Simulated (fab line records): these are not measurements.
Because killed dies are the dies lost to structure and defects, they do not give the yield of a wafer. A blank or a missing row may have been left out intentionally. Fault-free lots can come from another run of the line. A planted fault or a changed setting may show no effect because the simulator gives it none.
The tool behind it: which one? ; flow nand harc ; 13 lots with 39 wafers sampled at 6 steps, on a route of 1302 steps

== WHAT THE GAUGES READ, wafer by wafer ==
NHARC_A_ONON_D2_THK_MEAS_24: measures by ellipsometry. Usual: thk nm at 996 nm, with a standard deviation of 11.
lot;measured;on;thk nm (nm);flag
L113;day 13 05:29;film metro-02;992 992 993;
L114;day 13 05:29;film metro-01;990 991 992;
L115;day 14 15:57;film metro-02;1013 1015 1012;
L122;day 16 18:34;film metro-01;1493 1494 1492;OFF
L124;day 17 18:48;film metro-01;1492 1489 1491;OFF
L128;day 19 16:01;film metro-02;999 997 997;
L129;day 19 21:36;film metro-01;1003 1003 1003;
L130;day 20 14:57;film metro-01;987 986 985;
L131;day 20 14:58;film metro-02;987 987 988;
L132;day 20 22:02;film metro-01;1013 1011 1013;
L133;day 21 17:43;film metro-01;993 992 992;
L134;day 22 00:53;film metro-02;987 987 987;
L135;day 22 09:14;film metro-01;995 994 995;

NHARC_END_SORT_01. Usual: killed at array 53, standard deviation 20; killed at other 1, standard deviation 1.2; killed at periphery 3.7, standard deviation 2.6; killed dies 58, standard deviation 20; killed open 3.5, standard deviation 1.8; killed short 2.4, standard deviation 1.7.
lot;measured;on;killed at array;killed at other;killed at periphery;killed dies;killed open;killed short;flag
L122;day 28 06:58;prober-02;673 669 670;1 1 4;3 7 3;677 677 677;4 1 2;0 0 3;OFF
L124;day 29 06:35;prober-01;672 666 672;0 4 0;5 7 5;677 677 677;2 1 6;5 5 3;OFF

== TOOL THAT RAN EACH LOT (tool first, then ch and the chambers of the sampled wafers, then the start) ==
lot;NHARC_A_CHANNEL_FILL_D1_ETCHBACK_20;NHARC_A_CHANNEL_FILL_D1_ETCHBACK_08;NHARC_A_ONON_D2_DEP_22;NHARC_A_ONON_D2_DEP_33
L113;rie diel-09 ch 0,2, day 10 08:18;rie diel-08 ch 0,2,3, day 13 05:02 or earlier;pecvd onon-04 ch 0, day 13 05:02;pecvd-02 ch 1,2, day 13 06:41
L114;rie diel-12 ch 0,2,3, day 10 08:19;rie diel-12 ch 1,2,3, day 13 05:06 or earlier;pecvd onon-01 ch 0, day 13 05:06;pecvd-03 ch 0,1,2, day 13 06:47
L115;rie diel-08 ch 0,1,2, day 11 13:57;rie diel-09 ch 0,1,3, day 14 15:30 or earlier;pecvd onon-04 ch 0, day 14 15:30;pecvd-02 ch 0,1, day 14 17:08
L122;rie diel-08 ch 0,1, day 13 17:28;rie diel-08 ch 0,1,3, day 16 18:11 or earlier;pecvd onon-01 ch 0, day 16 18:11;pecvd-02 ch 0,1,2, day 16 19:51
L124;rie diel-12 ch 0,2,3, day 14 20:16;rie diel-09 ch 1,2, day 17 18:28 or earlier;pecvd onon-01 ch 0, day 17 18:28;pecvd-03 ch 0,1,2, day 17 20:08
L128;rie diel-12 ch 0,3, day 16 09:44;rie diel-12 ch 1,2,3, day 19 15:41 or earlier;pecvd onon-04 ch 0, day 19 15:41;pecvd-03 ch 0,1,2, day 19 17:21
L129;rie diel-12 ch 0,2,3, day 17 01:22;rie diel-12 ch 0,3, day 19 21:12 or earlier;pecvd onon-04 ch 0, day 19 21:12;pecvd-01 ch 0,2, day 19 22:53
L130;rie diel-12 ch 0,2,3, day 17 12:52;rie diel-12 ch 1,2,3, day 20 14:33 or earlier;pecvd onon-04 ch 0, day 20 14:33;pecvd-01 ch 0,2, day 20 16:08
L131;rie diel-08 ch 1,2,3, day 17 12:52;rie diel-08 ch 0,1,3, day 20 14:28 or earlier;pecvd onon-03 ch 0, day 20 14:28;pecvd-02 ch 0,2, day 20 16:13
L132;rie diel-12 ch 0,1,3, day 17 20:05;rie diel-08 ch 2,3, day 20 21:31 or earlier;pecvd onon-03 ch 0, day 20 21:31;pecvd-01 ch 0,1,2, day 20 23:15
L133;rie diel-12 ch 1,2, day 18 17:16;rie diel-08 ch 0,2,3, day 21 17:12 or earlier;pecvd onon-03 ch 0, day 21 17:12;pecvd-02 ch 1,2, day 21 19:01
L134;rie diel-09 ch 1,2, day 18 23:07;rie diel-08 ch 0,2, day 22 00:26 or earlier;pecvd onon-01 ch 0, day 22 00:26;pecvd-01 ch 0,1,2, day 22 02:04
L135;rie diel-09 ch 0,1,2, day 19 08:26;rie diel-12 ch 1,3, day 22 08:42 or earlier;pecvd onon-04 ch 0, day 22 08:42;pecvd-02 ch 1,2, day 22 10:25
- NHARC_A_CHANNEL_FILL_D1_ETCHBACK_20: etches the open film in C4F8/O2/Ar, target depth 27 nm, time 13.5 s.
- NHARC_A_CHANNEL_FILL_D1_ETCHBACK_08: etches the open film in C4F8, target depth 220 nm, time 110 s.
- NHARC_A_ONON_D2_DEP_22: target thk 1000 nm.
- NHARC_A_ONON_D2_DEP_33: deposits SiO2, target thk 200 nm.

== WHAT THE TOOLS THEMSELVES READ (means of the sampled wafers that have a number; where no wafer has one, the mark that the record gives instead) ==
NHARC_A_CHANNEL_FILL_D1_ETCHBACK_20. Usual: oes product au 0.95 a.u., standard deviation 0.035; rf vpp V 977 V, standard deviation 6.
lot;tool;oes product au (a.u.);rf vpp V (V);flag
L113;rie diel-09;1.00;974;
L114;rie diel-12;0.92;974;
L115;rie diel-08;0.98;983;
L122;rie diel-08;0.93;982;
L124;rie diel-12;0.94;974;
L128;rie diel-12;0.93;976;
L129;rie diel-12;0.92;975;
L130;rie diel-12;0.92;974;
L131;rie diel-08;1.00;984;
L132;rie diel-12;0.93;974;
L133;rie diel-12;0.93;970;
L134;rie diel-09;0.92;980;
L135;rie diel-09;0.92;978;

NHARC_A_CHANNEL_FILL_D1_ETCHBACK_08. Usual: oes product au 0.96 a.u., standard deviation 0.036; rf vpp V 440.4 V, standard deviation 2.7.
lot;tool;oes product au (a.u.);rf vpp V (V);flag
L113;rie diel-08;1.00;442.6;
L114;rie diel-12;0.92;438.1;
L115;rie diel-09;0.93;439.9;
L122;rie diel-08;0.93;442.2;
L124;rie diel-09;1.00;439.5;
L128;rie diel-12;0.93;438.4;
L129;rie diel-12;0.93;439.1;
L130;rie diel-12;0.92;438.3;
L131;rie diel-08;0.92;441.5;
L132;rie diel-08;0.99;442.3;
L133;rie diel-08;0.99;443.3;
L134;rie diel-08;1.00;442.5;
L135;rie diel-12;1.02;437.8;

NHARC_A_ONON_D2_DEP_33. Usual: heater power outer w 322 W, standard deviation 60; heater power w 602 W, standard deviation 99; throttle valve pct 16.4 %, standard deviation 0.6.
lot;tool;heater power outer w (W);heater power w (W);throttle valve pct (%);flag
L113;pecvd-02;361;616;16.1;
L114;pecvd-03;260;527;16.3;
L115;pecvd-02;394;735;17.0;
L122;pecvd-02;315;608;16.5;
L124;pecvd-03;266;536;16.3;
L128;pecvd-03;265;526;16.3;
L129;pecvd-01;313;558;16.3;
L130;pecvd-01;332;583;16.4;
L131;pecvd-02;286;544;16.3;
L132;pecvd-01;300;552;16.2;
L133;pecvd-02;331;579;16.2;
L134;pecvd-01;314;581;15.8;
L135;pecvd-02;364;610;16.5;

== THE ANSWER, worked out from the rows above alone ==
Rule: a lot is off if the mean of its wafers that have a number lies more than 3 standard deviations from the usual mean. A lot without any number at a reading at which 4 lots or more have one is off too. All remaining lots with rows at the step are treated as sound. First the gauges in route order, then the tools' own readings, where a lot's mean is used as printed above. At the first step where some lot is off, the reading lying furthest off is the one used; lots without a number count as furthest.
Off, at NHARC_A_ONON_D2_THK_MEAS_24 on thk nm: L122, L124.
If a tool, at a process step before that reading, ran all the lots that are off and no sound lot after the first of them, it fits. Not tried: the gauges at NHARC_A_ONON_D2_THK_MEAS_24; whatever is off there is also off at NHARC_END_SORT_01, on other tools, and gauge error can't account for it. NHARC_A_CHANNEL_FILL_D1_ETCHBACK_08: start missing for some lots; hours and lot order therefore follow NHARC_A_ONON_D2_DEP_22. Of those tried, none fits.

== WHAT THE SIMULATOR PUT IN ==
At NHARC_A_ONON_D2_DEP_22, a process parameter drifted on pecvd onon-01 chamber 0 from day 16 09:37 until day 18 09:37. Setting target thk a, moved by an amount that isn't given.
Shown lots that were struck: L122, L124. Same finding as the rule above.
